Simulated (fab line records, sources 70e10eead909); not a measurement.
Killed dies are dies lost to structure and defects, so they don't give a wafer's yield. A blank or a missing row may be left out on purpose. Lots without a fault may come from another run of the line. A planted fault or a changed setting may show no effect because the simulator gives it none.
Which tool did it? | flow nand_harc | 24 lots, 72 wafers sampled, at 6 steps of a route of 1302

WHAT THE GAUGES READ, wafer by wafer
The record holds no reading of a measuring or inspecting step that can be judged against a usual standard deviation.

WHICH TOOL RAN EACH LOT (tool, then ch and the chambers of the sampled wafers, then the start)
lot  | NHARC_A_CHANNEL_HOLE_D2_DESCUM_15  | NHARC_A_CHANNEL_HOLE_D2_ETCH_20  | NHARC_A_CHANNEL_FILL_D2_ETCHBACK_20 | NHARC_A_CHANNEL_FILL_D2_ALD_25   | NHARC_A_STAIRCASE_ETCH_21        | NHARC_A_STAIRCASE_ETCH_25
L074 | rie_diel-12 ch 1,2,3, day 13 02:40 | har_etch-02 ch 0,1, day 13 08:07 | rie_diel-08 ch 0,1,2, day 14 15:50  | ald_hk-01 ch 2,3, day 15 03:38   | rie_diel-13 ch 0,1, day 15 20:52 | rie_diel-13 ch 0,1, no start
L075 | rie_diel-12 ch 1,2,3, day 13 16:24 | har_etch-01 ch 0,1, day 13 17:41 | rie_diel-08 ch 0,2,3, day 14 23:35  | ald_hk-04 ch 2,3, day 15 11:32   | rie_diel-05 ch 1,2, no start     | rie_diel-05 ch 1,2,3, no start
L077 | rie_diel-07 ch 0,3, day 14 00:23   | har_etch-02 ch 0,1, day 14 03:07 | rie_diel-08 ch 0,2,3, day 15 09:00  | ald_hk-04 ch 1,2, day 15 20:57   | rie_diel-01 ch 0,2, no start     | rie_diel-01 ch 0,2,3, no start
L076 | rie_diel-12 ch 2,3, day 14 01:46   | har_etch-01 ch 0,1, day 14 05:28 | rie_diel-03 ch 1,2,3, day 15 09:00  | ald_hk-03 ch 2,3, day 15 20:58   | rie_diel-05 ch 0,1, no start     | rie_diel-05 ch 2,3, no start
L078 | rie_diel-02 ch 0,1,2, day 14 15:24 | har_etch-01 ch 0,1, day 14 16:53 | rie_diel-08 ch 1,2,3, day 15 22:57  | ald_hk-04 ch 0,1,3, day 16 11:36 | rie_diel-13 ch 0,1,3, no start   | rie_diel-13 ch 2,3, no start
L079 | rie_diel-07 ch 2,3, day 15 11:22   | har_etch-02 ch 0,1, day 15 16:59 | rie_diel-08 ch 0,1,2, day 16 23:02  | ald_hk-01 ch 0,3, day 17 10:46   | rie_diel-01 ch 0,1,3, no start   | rie_diel-01 ch 0,2,3, no start
L081 | rie_diel-07 ch 1,2, day 16 01:46   | har_etch-01 ch 0,1, day 16 03:16 | rie_diel-08 ch 0,2,3, day 17 09:18  | ald_hk-01 ch 1,2,3, day 17 21:11 | rie_diel-05 ch 0,1,2, no start   | rie_diel-05 ch 0,2,3, no start
L080 | rie_diel-02 ch 0,3, day 16 01:55   | har_etch-02 ch 0,1, day 16 03:13 | rie_diel-04 ch 0,1,2, day 17 09:19  | ald_hk-04 ch 0,3, day 17 21:11   | rie_diel-01 ch 1,3, no start     | rie_diel-01 ch 0,2,3, no start
L084 | rie_diel-02 ch 2,3, day 16 18:53   | har_etch-01 ch 0,1, day 16 20:11 | rie_diel-08 ch 0,3, day 18 05:00    | ald_hk-01 ch 0,1,2, day 18 18:00 | rie_diel-13 ch 1,2, no start     | rie_diel-13 ch 1,3, no start
L082 | rie_diel-02 ch 1,2,3, day 16 19:16 | har_etch-01 ch 0,1, day 17 00:21 | rie_diel-04 ch 0,2,3, day 18 05:00  | ald_hk-04 ch 1,2,3, day 18 16:47 | rie_diel-05 ch 0,1,3, no start   | rie_diel-05 ch 1,2,3, no start
L083 | rie_diel-07 ch 0,1,3, day 16 20:55 | har_etch-01 ch 0,1, day 17 04:31 | rie_diel-08 ch 1,2,3, day 18 11:34  | ald_hk-03 ch 0,1,2, day 18 22:59 | rie_diel-05 ch 0,1,3, no start   | rie_diel-05 ch 0,1,2, no start
L085 | rie_diel-07 ch 0,3, day 17 21:07   | har_etch-02 ch 0, day 17 22:28   | rie_diel-08 ch 0,1,2, day 19 04:55  | ald_hk-01 ch 1,2,3, day 19 17:10 | rie_diel-01 ch 0,1, no start     | rie_diel-01 ch 0,1,2, no start
L086 | rie_diel-12 ch 2,3, day 17 21:16   | har_etch-01 ch 0,1, day 17 22:33 | rie_diel-04 ch 1,2, day 19 04:54    | ald_hk-03 ch 1,2,3, day 19 17:27 | rie_diel-05 ch 1,2,3, no start   | rie_diel-05 ch 0,1,3, no start
L087 | rie_diel-02 ch 0,1, day 18 17:19   | har_etch-02 ch 0,1, day 18 20:22 | rie_diel-04 ch 2,3, day 20 03:04    | ald_hk-03 ch 1,2,3, day 20 14:49 | rie_diel-05 ch 0,1,3, no start   | rie_diel-05 ch 0,1,3, no start
L089 | rie_diel-07 ch 0,1,2, day 19 08:47 | har_etch-01 ch 0,1, day 19 10:06 | rie_diel-08 ch 0,1,2, day 20 16:46  | ald_hk-03 ch 0,1, day 21 06:45   | rie_diel-01 ch 1,2,3, no start   | rie_diel-01 ch 1,2, no start
L088 | rie_diel-12 ch 0,3, day 19 09:34   | har_etch-02 ch 1, day 19 12:29   | rie_diel-04 ch 0,1,2, day 20 20:46  | ald_hk-04 ch 0,2,3, day 21 06:10 | rie_diel-13 ch 2,3, no start     | rie_diel-13 ch 1,2,3, no start
L090 | rie_diel-07 ch 2,3, day 20 12:54   | har_etch-01 ch 0,1, day 20 15:55 | rie_diel-08 ch 0,1,3, day 21 22:06  | ald_hk-03 ch 0,1,3, day 22 11:54 | rie_diel-01 ch 0,1,2, no start   | rie_diel-01 ch 0,1,2, no start
L091 | rie_diel-02 ch 0,3, day 20 13:06   | har_etch-02 ch 0,1, day 20 16:20 | rie_diel-04 ch 0,3, day 21 22:05    | ald_hk-04 ch 2,3, day 22 10:05   | rie_diel-13 ch 0,1, no start     | rie_diel-13 ch 1,2, no start
L092 | rie_diel-12 ch 0,1,2, day 21 00:11 | har_etch-01 ch 0,1, day 21 04:05 | rie_diel-08 ch 0,2,3, day 22 09:39  | ald_hk-01 ch 0,1,3, day 22 21:43 | rie_diel-05 ch 1,2,3, no start   | rie_diel-05 ch 0,1,3, no start
L093 | rie_diel-12 ch 0,1,3, day 21 15:33 | har_etch-02 ch 1, day 21 16:52   | rie_diel-08 ch 0,1,2, day 22 23:26  | ald_hk-03 ch 0,2, day 23 12:41   | rie_diel-05 ch 0,3, no start     | rie_diel-05 ch 0,1,3, no start
L094 | rie_diel-07 ch 1,3, day 21 19:14   | har_etch-01 ch 0,1, day 21 20:32 | rie_diel-03 ch 1,2,3, day 23 03:17  | ald_hk-04 ch 0,3, day 23 15:47   | rie_diel-13 ch 0,1,3, no start   | rie_diel-13 ch 0,2, no start
L095 | rie_diel-02 ch 0,3, day 21 19:25   | har_etch-02 ch 0,1, day 21 21:02 | rie_diel-08 ch 1,2, day 23 03:16    | ald_hk-01 ch 0,2,3, day 23 17:01 | rie_diel-13 ch 1,2, no start     | rie_diel-13 ch 0,3, no start
L096 | rie_diel-07 ch 0,2,3, day 22 10:40 | har_etch-01 ch 0,1, day 22 14:13 | rie_diel-04 ch 0,2,3, day 23 20:07  | ald_hk-04 ch 0,2,3, day 24 10:08 | rie_diel-01 ch 0,1,2, no start   | rie_diel-01 ch 0,1,2, no start
L097 | rie_diel-12 ch 2,3, day 23 02:47   | har_etch-01 ch 0,1, day 23 04:05 | rie_diel-08 ch 0,1,2, day 24 12:56  | ald_hk-04 ch 0,2,3, day 25 02:18 | rie_diel-01 ch 0,1,2, no start   | rie_diel-01 ch 1,2, no start
- NHARC_A_CHANNEL_HOLE_D2_DESCUM_15: chemistry O2, time 3 s.
- NHARC_A_CHANNEL_HOLE_D2_ETCH_20: etches the open film in C4F8/O2/Ar, time 361.9 s, target depth 1600 nm.
- NHARC_A_CHANNEL_FILL_D2_ETCHBACK_20: etches the open film in C4F8/O2/Ar, target depth 27 nm, time 13.5 s.
- NHARC_A_CHANNEL_FILL_D2_ALD_25: deposits SiOx, target thk 60 nm, pulse time 10 s, ald cycles 600.
- NHARC_A_STAIRCASE_ETCH_21: etches the open film in C4F8/O2, target depth 100 nm, time 40.5 s.
- NHARC_A_STAIRCASE_ETCH_25: etches the open film in C4F8/O2, target depth 100 nm, time 40.5 s.

WHAT THE TOOLS THEMSELVES READ (means of the sampled wafers that have a number; where no wafer has one, the mark that the record gives instead)
NHARC_A_CHANNEL_HOLE_D2_DESCUM_15. Usual: drypump_motor_current_A 5.6 A, standard deviation 0.45; o2_flow_sccm 200.0 sccm, standard deviation 0.54; oes_product_au 0.999 a.u., standard deviation 0.012; rf_vpp_V 57.7 V, standard deviation 0.87; showerhead_plenum_p_Torr 1.90 Torr, standard deviation 0.089; throttle_valve_pct 11.312 %, standard deviation 0.0089.
lot  | tool        | drypump_motor_current_A (A) | o2_flow_sccm (sccm) | oes_product_au (a.u.) | rf_vpp_V (V) | showerhead_plenum_p_Torr (Torr) | throttle_valve_pct (%) | flag
L074 | rie_diel-12 | 5.2                         | 200.4               | 1.004                 | 57.5         | 1.93                            | 11.308                 |
L075 | rie_diel-12 | 5.2                         | 199.9               | 1.009                 | 57.7         | 1.93                            | 11.317                 |
L077 | rie_diel-07 | 5.4                         | 200.2               | 1.006                 | 57.2         | 1.81                            | 11.316                 |
L076 | rie_diel-12 | 4.9                         | 199.6               | 0.995                 | 57.3         | 1.92                            | 11.313                 |
L078 | rie_diel-02 | 5.7                         | 200.7               | 1.001                 | 57.5         | 1.88                            | 11.319                 |
L079 | rie_diel-07 | 5.8                         | 199.9               | 0.982                 | 56.7         | 1.86                            | 11.302                 |
L081 | rie_diel-07 | 6.3                         | 200.0               | 0.983                 | 57.9         | 1.99                            | 11.308                 |
L080 | rie_diel-02 | 5.7                         | 199.7               | 1.002                 | 58.3         | 1.94                            | 11.311                 |
L084 | rie_diel-02 | 5.7                         | 200.1               | 0.988                 | 56.8         | 1.80                            | 11.309                 |
L082 | rie_diel-02 | 5.7                         | 199.9               | 0.995                 | 57.0         | 1.82                            | 11.311                 |
L083 | rie_diel-07 | 5.8                         | 199.8               | 0.997                 | 58.1         | 1.89                            | 11.317                 |
L085 | rie_diel-07 | 5.6                         | 200.4               | 1.003                 | 56.8         | 1.82                            | 11.309                 |
L086 | rie_diel-12 | 4.8                         | 200.1               | 1.001                 | 58.9         | 1.95                            | 11.304                 |
L087 | rie_diel-02 | 5.7                         | 199.7               | 0.996                 | 57.9         | 1.92                            | 11.307                 |
L089 | rie_diel-07 | 5.8                         | 199.9               | 0.988                 | 57.6         | 1.91                            | 11.309                 |
L088 | rie_diel-12 | 5.4                         | 200.1               | 1.005                 | 58.7         | 2.00                            | 11.317                 |
L090 | rie_diel-07 | 5.8                         | 199.8               | 0.975                 | 57.7         | 1.86                            | 11.309                 |
L091 | rie_diel-02 | 5.8                         | 199.8               | 1.005                 | 58.3         | 1.87                            | 11.309                 |
L092 | rie_diel-12 | 5.3                         | 200.6               | 1.006                 | 57.9         | 1.98                            | 11.316                 |
L093 | rie_diel-12 | 5.5                         | 199.8               | 1.006                 | 57.8         | 1.95                            | 11.321                 |
L094 | rie_diel-07 | 6.0                         | 199.1               | 0.996                 | 58.0         | 1.89                            | 11.324                 |
L095 | rie_diel-02 | 5.7                         | 200.5               | 1.007                 | 57.5         | 1.94                            | 11.314                 |
L096 | rie_diel-07 | 5.6                         | 199.8               | 0.990                 | 57.4         | 1.83                            | 11.315                 |
L097 | rie_diel-12 | 4.9                         | 199.4               | 1.007                 | 57.2         | 1.92                            | 11.316                 |

NHARC_A_CHANNEL_HOLE_D2_ETCH_20. Usual: drypump_motor_current_A 5.4 A, standard deviation 0.51; o2_flow_sccm 35.71 sccm, standard deviation 0.12; showerhead_plenum_p_Torr 3.66 Torr, standard deviation 0.049; throttle_valve_pct 32.154 %, standard deviation 0.008.
lot  | tool        | drypump_motor_current_A (A) | o2_flow_sccm (sccm) | showerhead_plenum_p_Torr (Torr) | throttle_valve_pct (%) | flag
L074 | har_etch-02 | 5.4                         | 35.60               | 3.73                            | 32.151                 |
L075 | har_etch-01 | 5.6                         | 35.76               | 3.65                            | 32.152                 |
L077 | har_etch-02 | 5.4                         | 35.90               | 3.73                            | 32.153                 |
L076 | har_etch-01 | 5.6                         | 35.79               | 3.65                            | 32.155                 |
L078 | har_etch-01 | 5.7                         | 35.65               | 3.65                            | 32.158                 |
L079 | har_etch-02 | 5.4                         | 35.85               | 3.72                            | 32.156                 |
L081 | har_etch-01 | 5.7                         | 35.78               | 3.63                            | 32.151                 |
L080 | har_etch-02 | 5.4                         | 35.72               | 3.71                            | 32.161                 |
L084 | har_etch-01 | 5.6                         | 35.75               | 3.63                            | 32.157                 |
L082 | har_etch-01 | 5.2                         | 35.84               | 3.65                            | 32.149                 |
L083 | har_etch-01 | 5.2                         | 35.78               | 3.65                            | 32.164                 |
L085 | har_etch-02 | 5.5                         | 35.61               | 3.70                            | 32.155                 |
L086 | har_etch-01 | 5.2                         | 35.51               | 3.64                            | 32.158                 |
L087 | har_etch-02 | 5.4                         | 35.71               | 3.70                            | 32.149                 |
L089 | har_etch-01 | 5.6                         | 35.64               | 3.61                            | 32.150                 |
L088 | har_etch-02 | 5.2                         | 35.76               | 3.69                            | 32.159                 |
L090 | har_etch-01 | 5.6                         | 35.62               | 3.60                            | 32.152                 |
L091 | har_etch-02 | 5.3                         | 35.68               | 3.68                            | 32.152                 |
L092 | har_etch-01 | 5.6                         | 35.76               | 3.59                            | 32.157                 |
L093 | har_etch-02 | 5.2                         | 35.75               | 3.68                            | 32.154                 |
L094 | har_etch-01 | 5.2                         | 35.78               | 3.61                            | 32.150                 |
L095 | har_etch-02 | 5.3                         | 35.71               | 3.67                            | 32.151                 |
L096 | har_etch-01 | 5.2                         | 35.63               | 3.60                            | 32.159                 |
L097 | har_etch-01 | 5.1                         | 35.68               | 3.60                            | 32.160                 |

NHARC_A_CHANNEL_FILL_D2_ETCHBACK_20. Usual: oes_product_au 0.990 a.u., standard deviation 0.024; rf_vpp_V 979 V, standard deviation 5.5.
lot  | tool        | oes_product_au (a.u.) | rf_vpp_V (V) | flag
L074 | rie_diel-08 | 0.989                 | 980          |
L075 | rie_diel-08 | 0.994                 | 977          |
L077 | rie_diel-08 | 1.004                 | 976          |
L076 | rie_diel-03 | 1.001                 | 979          |
L078 | rie_diel-08 | 0.977                 | 980          |
L079 | rie_diel-08 | 1.001                 | 979          |
L081 | rie_diel-08 | 1.016                 | 976          |
L080 | rie_diel-04 | 0.971                 | 983          |
L084 | rie_diel-08 | 0.987                 | 974          |
L082 | rie_diel-04 | 0.924                 | 982          |
L083 | rie_diel-08 | 0.999                 | 980          |
L085 | rie_diel-08 | 0.995                 | 978          |
L086 | rie_diel-04 | 1.010                 | 984          |
L087 | rie_diel-04 | 1.007                 | 982          |
L089 | rie_diel-08 | 0.999                 | 979          |
L088 | rie_diel-04 | 1.005                 | 981          |
L090 | rie_diel-08 | 0.991                 | 976          |
L091 | rie_diel-04 | 0.996                 | 979          |
L092 | rie_diel-08 | 1.005                 | 976          |
L093 | rie_diel-08 | 0.923                 | 980          |
L094 | rie_diel-03 | 0.996                 | 979          |
L095 | rie_diel-08 | 0.975                 | 984          |
L096 | rie_diel-04 | 0.995                 | 981          |
L097 | rie_diel-08 | 1.003                 | 979          |

NHARC_A_CHANNEL_FILL_D2_ALD_25. Usual: heater_power_outer_w 260 W, standard deviation 42; heater_power_w 486 W, standard deviation 68; precursor_pulse_height_rel 0.999, standard deviation 0.02.
lot  | tool      | heater_power_outer_w (W) | heater_power_w (W) | precursor_pulse_height_rel | flag
L074 | ald_hk-01 | 295                      | 525                | 0.995                      |
L075 | ald_hk-04 | 243                      | 482                | 1.001                      |
L077 | ald_hk-04 | 268                      | 493                | 1.009                      |
L076 | ald_hk-03 | 291                      | 516                | 1.005                      |
L078 | ald_hk-04 | 241                      | 501                | 0.999                      |
L079 | ald_hk-01 | 234                      | 418                | 1.016                      |
L081 | ald_hk-01 | 262                      | 481                | 1.003                      |
L080 | ald_hk-04 | 239                      | 498                | 0.998                      |
L084 | ald_hk-01 | 275                      | 485                | 0.990                      |
L082 | ald_hk-04 | 259                      | 495                | 0.987                      |
L083 | ald_hk-03 | 266                      | 509                | 0.992                      |
L085 | ald_hk-01 | 261                      | 477                | 0.980                      |
L086 | ald_hk-03 | 282                      | 525                | 0.998                      |
L087 | ald_hk-03 | 279                      | 530                | 0.993                      |
L089 | ald_hk-03 | 223                      | 434                | 1.007                      |
L088 | ald_hk-04 | 249                      | 486                | 1.003                      |
L090 | ald_hk-03 | 234                      | 438                | 1.010                      |
L091 | ald_hk-04 | 265                      | 471                | 1.012                      |
L092 | ald_hk-01 | 238                      | 432                | 1.007                      |
L093 | ald_hk-03 | 264                      | 497                | 1.029                      |
L094 | ald_hk-04 | 234                      | 497                | 0.976                      |
L095 | ald_hk-01 | 277                      | 469                | 0.997                      |
L096 | ald_hk-04 | 255                      | 483                | 1.002                      |
L097 | ald_hk-04 | 252                      | 488                | 1.017                      |

NHARC_A_STAIRCASE_ETCH_21. Usual: oes_product_au 0.950 a.u., standard deviation 0.015; rf_vpp_V 896 V, standard deviation 6.
lot  | tool        | oes_product_au (a.u.) | rf_vpp_V (V) | flag
L074 | rie_diel-13 | 0.941                 | 890          |
L075 | rie_diel-05 | 0.942                 | 889          |
L077 | rie_diel-01 | 0.945                 | 899          |
L076 | rie_diel-05 | 0.953                 | 895          |
L078 | rie_diel-13 | 0.938                 | 892          |
L079 | rie_diel-01 | 0.944                 | 899          |
L081 | rie_diel-05 | 0.945                 | 894          |
L080 | rie_diel-01 | 0.954                 | 898          |
L084 | rie_diel-13 | 0.947                 | 893          |
L082 | rie_diel-05 | 0.945                 | 897          |
L083 | rie_diel-05 | 0.964                 | 898          |
L085 | rie_diel-01 | 0.946                 | 901          |
L086 | rie_diel-05 | 0.942                 | 892          |
L087 | rie_diel-05 | 0.945                 | 898          |
L089 | rie_diel-01 | 0.977                 | 900          |
L088 | rie_diel-13 | 0.937                 | 893          |
L090 | rie_diel-01 | 0.979                 | 901          |
L091 | rie_diel-13 | 0.946                 | 890          |
L092 | rie_diel-05 | 0.970                 | 891          |
L093 | rie_diel-05 | 0.940                 | 900          |
L094 | rie_diel-13 | 0.959                 | 890          |
L095 | rie_diel-13 | 0.950                 | 892          |
L096 | rie_diel-01 | 0.944                 | 900          |
L097 | rie_diel-01 | 0.942                 | 901          |

NHARC_A_STAIRCASE_ETCH_25. Usual: oes_product_au 0.945 a.u., standard deviation 0.011; rf_vpp_V 895 V, standard deviation 5.9.
lot  | tool        | oes_product_au (a.u.) | rf_vpp_V (V) | flag
L074 | rie_diel-13 | 0.932                 | 889          |
L075 | rie_diel-05 | 0.942                 | 893          |
L077 | rie_diel-01 | 0.933                 | 899          |
L076 | rie_diel-05 | 0.941                 | 891          |
L078 | rie_diel-13 | 0.936                 | 894          |
L079 | rie_diel-01 | 0.939                 | 899          |
L081 | rie_diel-05 | 0.946                 | 897          |
L080 | rie_diel-01 | 0.949                 | 897          |
L084 | rie_diel-13 | 0.934                 | 891          |
L082 | rie_diel-05 | 0.947                 | 892          |
L083 | rie_diel-05 | 0.953                 | 894          |
L085 | rie_diel-01 | 0.954                 | 900          |
L086 | rie_diel-05 | 0.953                 | 898          |
L087 | rie_diel-05 | 0.951                 | 896          |
L089 | rie_diel-01 | 0.953                 | 903          |
L088 | rie_diel-13 | 0.938                 | 892          |
L090 | rie_diel-01 | 0.958                 | 900          |
L091 | rie_diel-13 | 0.949                 | 892          |
L092 | rie_diel-05 | 0.959                 | 898          |
L093 | rie_diel-05 | 0.943                 | 898          |
L094 | rie_diel-13 | 0.950                 | 891          |
L095 | rie_diel-13 | 0.929                 | 889          |
L096 | rie_diel-01 | 0.937                 | 901          |
L097 | rie_diel-01 | 0.941                 | 903          |

THE ANSWER, worked out from the rows above alone
Rule: a lot is off if the mean of its wafers that have a number lies more than 3 standard deviations from the usual mean. A lot without any number at a reading at which 4 lots or more have one is off too. The other lots that the step has rows for count as sound. The gauges are gone through in route order, then the tools' own readings, and for those a lot's mean is taken as printed above. The first step at which some lot is off is used, and at that step the reading that is off furthest; a lot without a number counts as furthest.
No lot is off at any reading shown: from this, nothing can be told.

WHAT THE SIMULATOR HAD PUT IN
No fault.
